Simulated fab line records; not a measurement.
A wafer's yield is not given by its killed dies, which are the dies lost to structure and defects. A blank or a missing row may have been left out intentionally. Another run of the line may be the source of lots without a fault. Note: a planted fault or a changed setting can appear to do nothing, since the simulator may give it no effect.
fab line records | flow n5-finfet
record lots=24 wafers=72 last-day=17
route steps=1938 shown BEOL_M10@1473
lots with no fault: from the same line, run without faults
start-h: hours from the record's first day to the start of the lot's first wafer shown | wait-h: hours since the lot's step before | " repeats the value in the row above | L1.1+2: a row that stands for several wafers | - no value, or no start given | * or withheld: withheld | < > ~ a bound
route shown NAME@n: a module of which the file shows steps, and the number in the route of the first | usual: the fault-free wafers' mean and standard deviation | same: alike in all rows | chamber/n: place in a boat | sites: readings site by site | _std_site: how widely they spread, as a standard deviation | _edge_site: mean of outer sites minus mean of inner sites | radius-mm: how far each site lies from the wafer's centre | mask NAME#n: copy n | behind: the last tool/chamber to shape the wafer | hold: why the lot was held/for how many hours/how that ended | device: transistor that didn't switch, given as n, p or np | end of line: at the end of the route, the tests of the same wafers | step lacking rows: just its recipe | killed: not the wafer's yield, but the dies lost to structure and defects at the first sort | map: dies across one wafer; x = killed, . = not, _ = none there
set.NAME: the run value of the setting; set.NAME@STEP: its run value at that earlier step | model.NAME: the simulator's own value behind a step, which no gauge read
a sample of lots followed through the steps of the route, with each step as a table and each wafer as a row
services: from which hour (start-h, from the record's first day; less than 0 if before it) a tool's chamber was out of use, for how many hours, and why
## steps
# step N5_BEOL_M10_PECVD_70
# recipe material=SiO2 target-thk-a=200 temp-c=400 precursor=TEOS/O2 pressure-torr=5.5 rf-w=450 teos-flow-sccm=53.8 gas=O2 flow-sccm=3000 time-s=22.7
# usual heater-power-w=718/67 showerhead-plenum-p-Torr=8.82/0.035 throttle-valve-pct=21.8/0.91
# columns lot.wafer tool chamber start-h wait-h heater-power-w showerhead-plenum-p-Torr throttle-valve-pct
L074.2 pecvd-01 2 216.22 0.0 709 8.77 21.2
L074.3 " 0 " " 767 8.83 23.6
L074.4 " 2 " " 707 8.77 21.5
L075.1 pecvd-03 1 231.09 0.0 629 8.85 22.1
L075.4 " 1 " " 644 8.82 22.1
L075.5 " 0 " " 741 8.87 21.5
L077.2 pecvd-01 0 233.51 0.0 723 8.80 23.7
L077.3 " 2 " " 643 8.78 21.7
L077.4 " 0 " " 721 8.83 23.5
L076.3 pecvd-04 2 234.06 0.0 661 8.79 21.5
L076.5 " 0 " " 660 8.86 22.1
L076.6 " 1 " " 727 8.80 20.3
L079.1 pecvd-04 2 234.35 0.0 695 8.81 21.2
L079.4 " 0 " " 805 8.86 22.1
L079.6 " 2 " " 671 8.79 21.5
L078.1 pecvd-01 0 237.31 0.0 755 8.81 23.7
L078.4 " 2 " " 739 8.79 21.2
L078.5 " 1 " " 657 8.79 21.9
L080.3 pecvd-01 2 253.11 0.0 680 8.79 21.3
L080.4 " 0 " " 786 8.84 23.8
L080.5 " 1 " " 628 8.79 22.0
L082.1 pecvd-04 0 261.80 0.0 690 8.89 22.0
L082.4 " 0 " " 718 8.87 21.9
L082.6 " 2 " " 596 8.80 21.2
L081.3 pecvd-01 0 263.42 0.0 735 8.84 24.0
L081.5 " 2 " " 735 8.76 21.3
L081.6 " 0 " " 708 8.85 23.8
L083.1 pecvd-04 1 270.45 0.0 833 8.79 20.4
L083.4 " 1 " " 790 8.80 20.4
L083.5 " 2 " " 615 8.82 21.6
L085.3 pecvd-04 1 283.23 0.0 731 8.79 20.2
L085.5 " 2 " " 654 8.82 21.3
L085.6 " 0 " " 727 8.88 22.2
L086.1 pecvd-04 0 290.81 0.0 788 8.88 22.1
L086.5 " 2 " " 565 8.82 21.4
L086.6 " 0 " " 771 8.84 21.9
L084.1 pecvd-04 1 296.50 0.0 792 8.81 20.3
L084.2 " 2 " " 616 8.81 21.6
L084.6 " 1 " " 786 8.78 20.6
L088.2 pecvd-01 2 297.84 0.1 740 8.76 22.0
L088.5 " 2 " " 730 8.80 21.7
L088.6 " 2 " " 735 8.74 21.6
L087.1 pecvd-01 0 303.79 0.0 712 8.85 23.6
L087.2 " 2 " " 681 8.81 21.7
L087.3 " 2 " " 677 8.78 21.5
L089.1 pecvd-03 2 306.14 0.0 882 8.82 21.6
L089.4 " 0 " " 763 8.89 21.2
L089.6 " 2 " " 881 8.85 21.3
L091.1 pecvd-03 1 310.42 0.0 660 8.88 22.0
L091.2 " 0 " " 735 8.88 21.2
L091.3 " 2 " " 808 8.81 21.4
L090.2 pecvd-03 0 313.97 0.0 696 8.88 21.1
L090.3 " 2 " " 889 8.83 21.7
L090.6 " 1 " " 728 8.83 21.9
L093.1 pecvd-03 0 323.73 0.0 682 8.87 21.0
L093.5 " 0 " " 685 8.86 21.4
L093.6 " 2 " " 724 8.85 21.7
L092.2 pecvd-04 2 333.66 0.0 687 8.79 21.5
L092.4 " 2 " " 700 8.81 21.6
L092.5 " 0 " " 727 8.86 22.2
L094.1 pecvd-04 2 346.93 0.0 672 8.81 21.5
L094.3 " 0 " " 780 8.87 22.2
L094.4 " 0 " " 793 8.87 22.1
L095.2 pecvd-01 1 349.24 0.0 695 8.80 22.1
L095.4 " 0 " " 666 8.82 23.7
L095.5 " 1 " " 695 8.79 22.0
L096.1 pecvd-01 1 355.16 0.0 698 8.80 21.8
L096.3 " 2 " " 731 8.77 21.7
L096.6 " 1 " " 693 8.82 21.9
L097.3 pecvd-01 2 360.31 0.0 623 8.79 21.6
L097.4 " 0 " " 777 8.84 23.5
L097.6 " 1 " " 646 8.80 22.5
# step N5_BEOL_M10_ETCH_61
# recipe chemistry=CF4 target=SiARC target-depth-a=390 mask-material=CAR-ArF time-s=65 ion-energy-ev=80 pressure-mtorr=40 source-w=545 bias-w=36 Ar_flow_sccm=100 cf4-flow-sccm=100 ends=cleared
# usual bias-w=35.99/0.11 chamber-pressure-mTorr=40.00/0.041 drypump-motor-current-A=5.8/0.4 etch-rf-on-time-s=65.0/0.72 oes-product-au=0.69/0.061 rf-vpp-V=184.4/1.2 showerhead-plenum-p-Torr=2.17/0.064 throttle-valve-pct=15.44/0.24
# columns lot.wafer tool chamber start-h wait-h bias-w chamber-pressure-mTorr drypump-motor-current-A etch-rf-on-time-s oes-product-au rf-hours-counter-h rf-vpp-V showerhead-plenum-p-Torr throttle-valve-pct
L074.2 rie-diel-06 2 219.25 0.0 36.00 39.96 5.6 64.7 0.64 168 182.7 2.05 15.67
L074.3 " 0 " " 35.80 39.94 5.9 65.0 0.62 167 183.7 2.13 15.49
L074.4 " 3 " " 35.77 39.96 6.6 64.2 0.58 247 183.5 2.02 15.39
L075.1 rie-diel-06 2 232.66 0.0 35.92 40.02 5.7 65.3 0.64 172 184.1 2.05 15.68
L075.4 " 2 " " 35.73 40.06 5.6 64.4 0.65 - 184.9 2.05 15.67
L075.5 " 0 " " 36.12 39.99 5.9 65.7 0.62 - 182.6 2.13 15.48
L077.2 rie-diel-05 2 235.79 0.0 36.08 40.00 5.8 65.1 0.74 44 185.9 2.17 15.08
L077.3 " 1 " " 36.01 40.05 5.6 65.8 0.61 160 183.8 2.23 15.49
L077.4 " 0 " " 35.97 40.02 5.1 64.9 0.74 - 186.9 2.26 15.56
L076.3 rie-diel-04 3 236.11 0.0 36.12 40.05 5.6 64.0 0.77 28 184.8 2.18 15.24
L076.5 " 1 " " 36.10 39.95 6.0 65.0 0.70 - 183.7 2.17 15.28
L076.6 " 2 " " 36.12 40.06 5.9 64.7 0.67 - 183.9 2.15 15.79
L079.1 rie-diel-05 0 236.22 0.0 35.89 40.04 5.0 64.6 0.74 38 184.2 2.26 15.55
L079.4 " 1 " " 35.91 40.01 5.6 64.9 0.62 - 183.9 2.23 15.47
L079.6 " 2 " " 36.19 40.07 5.8 64.8 0.75 - 185.5 2.17 15.05
L078.1 rie-diel-05 0 239.97 0.0 36.06 39.95 5.1 64.8 0.73 41 186.2 2.26 15.55
L078.4 " 2 " " 35.93 39.99 5.8 64.4 0.74 - 183.1 2.17 15.07
L078.5 " 0 " " 36.10 40.03 5.1 64.9 0.73 - 186.8 2.26 15.57
L080.3 rie-diel-06 0 255.42 0.0 35.94 39.94 5.9 65.4 0.61 181 184.6 2.13 15.52
L080.4 " 2 " " 35.98 40.01 5.7 65.2 0.64 181 183.0 2.05 15.70
L080.5 " 1 " " 36.11 40.04 6.4 65.3 0.71 - 185.5 2.25 15.57
L082.1 rie-diel-05 1 262.73 0.0 36.06 39.99 5.7 64.2 0.61 170 184.9 2.22 15.49
L082.4 " 2 " " 35.92 40.00 5.8 64.4 0.73 55 184.4 2.17 15.07
L082.6 " 2 " " 35.97 39.93 5.8 63.8 0.73 - 183.1 2.17 15.07
L081.3 rie-diel-05 1 265.73 0.0 36.13 39.96 5.6 64.5 0.61 172 185.4 2.22 15.51
L081.5 " 3 " " 35.95 40.00 5.9 64.3 0.80 - 182.6 2.10 15.34
L081.6 " 2 " " 35.80 40.02 5.8 64.9 0.72 - 185.7 2.17 15.08
L083.1 rie-diel-04 3 271.70 0.0 36.11 40.00 5.6 64.2 0.74 41 184.6 2.18 15.26
L083.4 " 2 " " 36.05 40.03 5.9 64.8 0.66 124 182.6 2.15 15.78
L083.5 " 0 " " 35.96 40.26 5.4 66.0 0.70 - 184.8 2.17 15.56
L085.3 rie-diel-04 0 284.05 0.0 36.14 39.94 5.4 64.9 0.70 87 183.8 2.17 15.57
L085.5 " 1 " " 36.12 40.02 6.0 64.9 0.68 - 184.2 2.17 15.29
L085.6 " 0 " " 36.01 40.08 5.4 64.9 0.70 - 185.3 2.17 15.56
L086.1 rie-diel-06 1 293.18 0.0 35.83 40.01 6.5 65.3 0.69 101 188.2 2.25 15.58
L086.5 " 1 " " 35.88 39.96 6.5 65.4 0.70 - 184.7 2.25 15.57
L086.6 " 0 " " 36.01 39.98 5.9 65.9 0.59 - 183.4 2.12 15.52
L084.1 rie-diel-06 0 297.40 0.0 35.87 40.02 5.9 65.6 0.60 196 183.9 2.12 15.55
L084.2 " 3 " " 36.13 40.01 6.6 63.5 0.81 16 185.3 2.27 14.95
L084.6 " 1 " " 35.86 40.03 6.5 65.4 0.70 - 184.7 2.25 15.59
L088.2 rie-diel-04 0 301.06 0.0 35.92 39.96 5.4 65.7 0.69 92 185.1 2.16 15.59
L088.5 " 0 " " 35.97 39.99 5.4 65.8 0.69 - 183.8 2.16 15.58
L088.6 " 3 " " 35.85 40.00 5.6 63.7 0.74 - 184.5 2.17 15.27
L087.1 rie-diel-04 0 304.95 0.0 35.93 40.03 5.4 65.5 0.70 95 183.4 2.16 15.59
L087.2 " 1 " " 36.04 39.98 6.0 64.2 0.69 104 185.3 2.16 15.29
L087.3 " 3 " " 35.87 39.99 5.6 63.1 0.74 53 183.5 2.17 15.28
L089.1 rie-diel-05 2 307.99 0.0 35.76 40.00 5.8 64.7 0.71 74 185.0 2.16 15.11
L089.4 " 0 " " 35.90 39.96 5.1 65.1 0.70 67 186.3 2.25 15.62
L089.6 " 1 " " 35.97 39.93 5.6 65.6 0.60 - 184.2 2.22 15.55
L091.1 rie-diel-05 3 313.30 0.0 36.03 39.98 5.9 64.9 0.76 27 183.0 2.10 15.36
L091.2 " 2 " " 35.83 40.05 5.8 65.2 0.70 76 183.3 2.16 15.12
L091.3 " 0 " " 36.18 39.93 5.1 64.7 0.71 69 184.8 2.25 15.63
L090.2 rie-diel-06 0 316.18 0.0 36.01 39.99 5.9 65.6 0.59 201 184.2 2.12 15.56
L090.3 " 3 " " 36.19 39.99 6.6 63.7 0.79 21 186.0 2.27 14.95
L090.6 " 2 " " 35.95 40.01 5.7 65.0 0.63 - 182.4 2.04 15.74
L093.1 rie-diel-05 1 326.93 0.0 35.93 40.04 5.6 66.4 0.59 196 184.7 2.21 15.54
L093.5 " 3 " " 35.94 40.01 5.9 66.6 0.74 - 183.1 2.10 15.39
L093.6 " 2 " " 36.06 40.05 5.8 65.5 0.70 - 184.1 2.16 15.13
L092.2 rie-diel-04 0 337.30 0.0 36.28 40.03 5.4 65.8 0.68 105 183.7 2.16 15.61
L092.4 " 1 " " 35.89 39.98 6.0 65.2 0.67 116 184.4 2.16 15.33
L092.5 " 3 " " 35.77 39.99 5.5 64.9 0.71 - 184.8 2.17 15.31
L094.1 rie-diel-05 3 347.94 0.0 35.98 39.96 5.9 65.5 0.74 39 185.2 2.10 15.41
L094.3 " 1 " " 36.04 39.98 5.6 65.4 0.59 205 186.8 2.21 15.58
L094.4 " 1 " " 36.00 39.97 5.7 65.1 0.59 - 185.5 2.21 15.57
L095.2 rie-diel-04 2 350.40 0.0 36.08 40.02 5.9 65.0 0.64 152 182.6 2.14 15.86
L095.4 " 0 " " 35.95 40.05 5.4 66.1 0.67 109 183.4 2.16 15.62
L095.5 " 0 " " 35.85 40.00 5.4 65.6 0.68 - 184.6 2.16 15.63
L096.1 rie-diel-06 1 356.77 0.0 36.10 40.00 6.4 65.0 0.68 122 185.6 2.24 15.61
L096.3 " 3 " " 36.10 39.90 6.6 63.6 0.77 35 184.0 2.26 14.98
L096.6 " 2 " " 35.95 40.07 5.6 65.5 0.61 - 182.5 2.04 15.76
L097.3 rie-diel-06 2 361.68 0.0 36.04 39.91 5.6 66.0 0.61 214 181.4 2.04 15.76
L097.4 " 1 " " 36.02 40.04 6.4 65.5 0.68 124 185.7 2.24 15.62
L097.6 " 1 " " 36.06 39.98 6.4 65.4 0.67 - 186.1 2.24 15.61
# step N5_BEOL_M10_CD_MEAS_18
# recipe pitch-nm=140 target-cd-nm=70
# usual cd-nm=69.9/0.6
# columns lot.wafer tool chamber start-h wait-h cd-nm
L074.2 cd-sem-01 - 219.67 0.1 70.9
L074.3 " - " " 70.9
L074.4 " - " " 70.8
L075.1 cd-sem-01 - 233.17 0.0 69.2
L075.4 " - " " 69.5
L075.5 " - " " 69.4
L077.2 cd-sem-03 - 236.21 0.1 70.0
L077.3 " - " " 70.0
L077.4 " - " " 69.9
L076.3 cd-sem-03 - 236.53 0.1 69.8
L076.5 " - " " 69.6
L076.6 " - " " 69.4
L079.1 cd-sem-02 - 236.65 0.1 70.4
L079.4 " - " " 70.1
L079.6 " - " " 71.2
L078.1 cd-sem-02 - 240.38 0.0 68.9
L078.4 " - " " 69.2
L078.5 " - " " 69.0
L080.3 cd-sem-03 - 255.84 0.1 70.0
L080.4 " - " " 69.0
L080.5 " - " " 69.4
L082.1 cd-sem-03 - 263.15 0.0 69.2
L082.4 " - " " 69.9
L082.6 " - " " 69.9
L081.3 cd-sem-02 - 266.28 0.1 69.3
L081.5 " - " " 70.2
L081.6 " - " " 69.9
L083.1 cd-sem-03 - 272.12 0.0 68.8
L083.4 " - " " 69.4
L083.5 " - " " 68.7
L085.3 cd-sem-01 - 284.61 0.1 70.9
L085.5 " - " " 70.3
L085.6 " - " " 70.9
L086.1 cd-sem-01 - 293.60 0.0 69.5
L086.5 " - " " 69.7
L086.6 " - " " 69.7
L084.1 cd-sem-02 - 297.82 0.0 69.5
L084.2 " - " " 69.5
L084.6 " - " " 69.5
L088.2 cd-sem-01 - 301.53 0.1 69.8
L088.5 " - " " 69.5
L088.6 " - " " 69.6
L087.1 cd-sem-02 - 305.36 0.0 70.4
L087.2 " - " " 69.9
L087.3 " - " " 70.3
L089.1 cd-sem-03 - 308.42 0.1 70.6
L089.4 " - " " 69.9
L089.6 " - " " 69.6
L091.1 cd-sem-03 - 313.71 0.0 68.7
L091.2 " - " " 69.5
L091.3 " - " " 69.2
L090.2 cd-sem-01 - 316.60 0.1 69.6
L090.3 " - " " 70.3
L090.6 " - " " 70.3
L093.1 cd-sem-02 - 327.45 0.0 70.3
L093.5 " - " " 70.4
L093.6 " - " " 69.9
L092.2 cd-sem-03 - 337.72 0.1 69.9
L092.4 " - " " 69.9
L092.5 " - " " 70.0
L094.1 cd-sem-03 - 348.36 0.0 69.3
L094.3 " - " " 69.4
L094.4 " - " " 69.6
L095.2 cd-sem-03 - 350.82 0.1 70.3
L095.4 " - " " 71.2
L095.5 " - " " 70.5
L096.1 cd-sem-03 - 357.19 0.0 70.6
L096.3 " - " " 70.1
L096.6 " - " " 70.1
L097.3 cd-sem-03 - 362.26 0.1 70.3
L097.4 " - " " 69.7
L097.6 " - " " 70.4
# step N5_BEOL_M10_OVL_MEAS_29
# recipe points-per-wafer=44
# usual V9_OVL=-0.4/0.9
# columns lot.wafer tool chamber start-h wait-h V9_OVL[nm]
L074.2 overlay-02 0 220.71 0.0 0.0
L074.3 " 0 " " -2.4
L074.4 " 0 " " -1.3
L075.1 overlay-01 0 234.89 0.0 0.3
L075.4 " 0 " " -0.8
L075.5 " 0 " " -0.2
L077.2 overlay-02 0 236.68 0.0 -0.4
L077.3 " 0 " " -1.9
L077.4 " 0 " " -0.3
L076.3 overlay-02 0 238.18 0.0 -1.3
L076.5 " 0 " " -2.0
L076.6 " 0 " " -1.4
L079.1 overlay-01 0 238.22 0.0 -2.0
L079.4 " 0 " " -0.7
L079.6 " 0 " " -1.2
L078.1 overlay-01 0 241.71 0.0 -0.1
L078.4 " 0 " " -0.8
L078.5 " 0 " " -0.4
L080.3 overlay-01 0 256.16 0.0 -1.5
L080.4 " 0 " " -0.7
L080.5 " 0 " " -0.9
L082.1 overlay-02 0 265.88 0.0 0.9
L082.4 " 0 " " 0.2
L082.6 " 0 " " 0.4
L081.3 overlay-01 0 267.14 0.0 0.2
L081.5 " 0 " " -0.3
L081.6 " 0 " " 0.7
L083.1 overlay-01 0 274.32 0.0 -0.3
L083.4 " 0 " " -0.2
L083.5 " 0 " " 0.7
L085.3 overlay-02 0 285.09 0.0 0.9
L085.5 " 0 " " -0.5
L085.6 " 0 " " -0.4
L086.1 overlay-01 0 294.00 0.0 -2.1
L086.5 " 0 " " -1.9
L086.6 " 0 " " -1.0
L084.1 overlay-02 0 300.02 0.0 0.7
L084.2 " 0 " " 0.0
L084.6 " 0 " " 1.0
L088.2 overlay-02 0 302.71 0.0 -0.5
L088.5 " 0 " " -1.9
L088.6 " 0 " " 0.1
L087.1 overlay-01 0 306.64 0.0 0.4
L087.2 " 0 " " 0.3
L087.3 " 0 " " -0.5
L089.1 overlay-02 0 308.87 0.0 1.1
L089.4 " 0 " " 0.5
L089.6 " 0 " " 0.9
L091.1 overlay-01 0 316.73 0.0 -0.5
L091.2 " 0 " " -1.4
L091.3 " 0 " " 0.0
L090.2 overlay-02 0 317.04 0.0 0.1
L090.3 " 0 " " -1.3
L090.6 " 0 " " -0.4
L093.1 overlay-02 0 330.39 0.0 -1.1
L093.5 " 0 " " -1.8
L093.6 " 0 " " -1.2
L092.2 overlay-02 0 338.60 0.0 0.5
L092.4 " 0 " " -0.2
L092.5 " 0 " " 0.1
L094.1 overlay-01 0 348.80 0.0 -0.3
L094.3 " 0 " " -0.5
L094.4 " 0 " " -0.9
L095.2 overlay-01 0 351.26 0.0 1.0
L095.4 " 0 " " 1.9
L095.5 " 0 " " 1.0
L096.1 overlay-02 0 358.01 0.0 -0.1
L096.3 " 0 " " -0.1
L096.6 " 0 " " -0.5
L097.3 overlay-01 0 362.85 0.0 -0.2
L097.4 " 0 " " 0.5
L097.6 " 0 " " 0.8
# step N5_BEOL_M10_SPUTTER_48
# recipe material=Cu target-thk-a=120 temp-c=-20 bias-v=60 power-w=26000 chamber-pressure-pa=0.13 time-s=2
# usual throttle-valve-pct=30.2/0.91
# columns lot.wafer tool chamber start-h wait-h throttle-valve-pct
L074.2 pvd-sputter-03 - 223.23 0.2 30.3
L074.3 " - " " 30.3
L074.4 " - " " 28.6
L075.1 pvd-sputter-02 - 236.73 0.1 29.5
L075.4 " - " " 29.6
L075.5 " - " " 30.4
L077.2 pvd-sputter-02 - 239.72 0.1 29.9
L077.3 " - " " 29.7
L077.4 " - " " 31.2
L076.3 pvd-sputter-03 - 239.83 0.1 30.2
L076.5 " - " " 28.8
L076.6 " - " " 30.6
L079.1 pvd-sputter-03 - 239.91 0.1 30.9
L079.4 " - " " 28.6
L079.6 " - " " 28.6
L078.1 pvd-sputter-01 - 244.00 0.1 28.9
L078.4 " - " " 31.4
L078.5 " - " " 29.4
L080.3 pvd-sputter-01 - 259.73 0.1 30.1
L080.4 " - " " 31.0
L080.5 " - " " 31.1
L082.1 pvd-sputter-03 - 268.57 0.1 30.2
L082.4 " - " " 28.6
L082.6 " - " " 28.4
L081.3 pvd-sputter-02 - 270.45 1.4 31.2
L081.5 " - " " 29.8
L081.6 " - " " 30.4
L083.1 pvd-sputter-03 - 276.51 0.1 28.4
L083.4 " - " " 30.5
L083.5 " - " " 30.6
L085.3 pvd-sputter-02 - 288.72 0.1 29.8
L085.5 " - " " 29.6
L085.6 " - " " 30.5
L086.1 pvd-sputter-01 - 296.26 0.1 30.3
L086.5 " - " " 31.3
L086.6 " - " " 31.6
L084.1 pvd-sputter-03 - 302.38 0.1 28.6
L084.2 " - " " 31.1
L084.6 " - " " 31.2
L088.2 pvd-sputter-01 - 304.66 0.1 31.1
L088.5 " - " " 30.5
L088.6 " - " " 28.9
L087.1 pvd-sputter-01 - 309.42 0.2 30.9
L087.2 " - " " 30.4
L087.3 " - " " 31.5
L089.1 pvd-sputter-01 - 312.40 0.1 30.9
L089.4 " - " " 31.7
L089.6 " - " " 30.1
L091.1 pvd-sputter-02 - 320.29 1.3 29.7
L091.2 " - " " 30.1
L091.3 " - " " 29.6
L090.2 pvd-sputter-02 - 320.95 0.1 30.2
L090.3 " - " " 29.6
L090.6 " - " " 30.2
L093.1 pvd-sputter-03 - 332.52 0.1 30.2
L093.5 " - " " 30.6
L093.6 " - " " 28.5
L092.2 pvd-sputter-01 - 340.54 0.1 31.6
L092.4 " - " " 30.4
L092.5 " - " " 29.0
L094.1 pvd-sputter-03 - 350.94 0.1 30.5
L094.3 " - " " 28.3
L094.4 " - " " 30.0
L095.2 pvd-sputter-03 - 354.92 1.2 30.8
L095.4 " - " " 28.2
L095.5 " - " " 28.4
L096.1 pvd-sputter-02 - 360.31 0.1 30.0
L096.3 " - " " 29.8
L096.6 " - " " 30.2
L097.3 pvd-sputter-02 - 365.23 0.1 29.8
L097.4 " - " " 31.4
L097.6 " - " " 29.7
# step N5_BEOL_M10_ANNEAL_51
# recipe temp-c=225 time-s=90 ambient=N2
# usual anneal-temp-c-max=226.4/0.35 wafer_temp_C_max=226.1/0.52
# columns lot.wafer tool chamber start-h wait-h anneal-temp-c-max wafer_temp_C_max
L074.2 rtp-anneal-01 0 223.50 0.1 226.5 225.5
L074.3 " 0 " " 225.9 225.4
L074.4 " 0 " " 225.9 225.3
L075.1 rtp-anneal-02 0 237.53 0.6 227.2 226.9
L075.4 " 0 " " 226.5 226.2
L075.5 " 0 " " 226.7 226.3
L077.2 rtp-anneal-02 0 239.99 0.1 226.8 226.5
L077.3 " 0 " " 226.5 226.3
L077.4 " 0 " " 227.4 226.4
L076.3 rtp-anneal-01 0 240.15 0.1 226.4 225.7
L076.5 " 0 " " 225.8 225.6
L076.6 " 0 " " 225.9 225.6
L079.1 rtp-anneal-02 0 240.22 0.2 226.6 226.5
L079.4 " 0 " " 226.2 226.5
L079.6 " 0 " " 226.5 226.7
L078.1 rtp-anneal-02 0 244.22 0.1 226.9 226.8
L078.4 " 0 " " 226.9 227.1
L078.5 " 0 " " 226.7 226.5
L080.3 rtp-anneal-02 0 260.19 0.3 226.1 227.0
L080.4 " 0 " " 226.2 226.7
L080.5 " 0 " " 226.2 227.0
L082.1 rtp-anneal-01 0 269.16 0.3 226.3 225.8
L082.4 " 0 " " 226.4 225.7
L082.6 " 0 " " 225.9 225.6
L081.3 rtp-anneal-02 0 270.77 0.1 226.4 226.5
L081.5 " 0 " " 226.2 226.1
L081.6 " 0 " " 226.8 226.1
L083.1 rtp-anneal-01 0 277.20 0.5 226.2 225.6
L083.4 " 0 " " 225.9 225.6
L083.5 " 0 " " 226.5 225.8
L085.3 rtp-anneal-01 0 289.04 0.1 226.6 225.8
L085.5 " 0 " " 226.2 225.8
L085.6 " 0 " " 226.0 225.4
L086.1 rtp-anneal-01 0 296.70 0.3 226.4 225.5
L086.5 " 0 " " 226.0 225.6
L086.6 " 0 " " 226.0 225.5
L084.1 rtp-anneal-01 0 302.78 0.3 226.3 225.5
L084.2 " 0 " " 225.9 225.4
L084.6 " 0 " " 226.6 225.4
L088.2 rtp-anneal-02 0 304.97 0.2 226.6 226.5
L088.5 " 0 " " 226.5 226.7
L088.6 " 0 " " 226.7 226.9
L087.1 rtp-anneal-01 0 309.67 0.1 226.5 225.7
L087.2 " 0 " " 225.9 225.7
L087.3 " 0 " " 226.4 225.9
L089.1 rtp-anneal-01 0 312.83 0.3 226.0 225.8
L089.4 " 0 " " 226.0 225.9
L089.6 " 0 " " 226.1 225.7
L091.1 rtp-anneal-01 0 320.98 0.5 226.3 225.8
L091.2 " 0 " " 225.8 226.0
L091.3 " 0 " " 226.1 226.0
L090.2 rtp-anneal-02 0 321.57 0.5 226.1 226.2
L090.3 " 0 " " 226.6 226.3
L090.6 " 0 " " 226.6 226.8
L093.1 rtp-anneal-02 0 333.64 1.0 226.3 226.5
L093.5 " 0 " " 226.5 226.3
L093.6 " 0 " " 226.8 226.4
L092.2 rtp-anneal-02 0 340.96 0.3 226.7 226.2
L092.4 " 0 " " 226.7 226.4
L092.5 " 0 " " 226.4 226.4
L094.1 rtp-anneal-01 0 352.83 1.7 226.3 226.0
L094.3 " 0 " " 226.1 226.0
L094.4 " 0 " " 226.3 225.8
L095.2 rtp-anneal-01 0 355.35 0.3 226.0 226.0
L095.4 " 0 " " 226.3 225.5
L095.5 " 0 " " 226.1 225.7
L096.1 rtp-anneal-02 0 360.58 0.1 226.6 226.4
L096.3 " 0 " " 226.6 226.4
L096.6 " 0 " " 227.1 226.3
L097.3 rtp-anneal-02 0 365.55 0.1 226.6 226.2
L097.4 " 0 " " 227.1 226.6
L097.6 " 0 " " 226.7 226.7
## services
# columns tool chamber start-h hours kind
pecvd-03 0 199.89 3.5 repair
pecvd-04 2 202.38 - clean
pecvd-04 2 202.38 - consumable-replace:showerhead
pecvd-04 2 202.38 29.0 scheduled-down
pecvd-04 2 202.38 29.0 vent-cycle
pecvd-01 2 240.38 2.1 scheduled-down
pecvd-03 - 268.76 0.7 repair
pecvd-03 - 270.53 0.7 repair
pecvd-03 2 273.06 3.7 repair
pecvd-01 1 289.93 18.0 repair
pecvd-01 0 293.05 6.1 repair
pvd-sputter-01 - 300.26 1.2 repair
pecvd-03 - 307.08 2.8 pm
rie-diel-04 0 314.36 2.7 repair
pecvd-01 2 315.64 3.9 repair
pecvd-01 - 318.23 0.4 repair
pecvd-01 2 320.63 5.5 scheduled-down
pvd-sputter-01 - 330.77 4.0 repair
rie-diel-05 0 344.58 14.1 repair
rtp-anneal-02 - 349.48 4.0 pm
rie-diel-04 - 351.06 0.5 repair
rie-diel-04 0 359.64 29.0 repair
rie-diel-05 3 360.97 47.8 repair
rie-diel-05 - 365.03 0.5 repair
## key
fault none
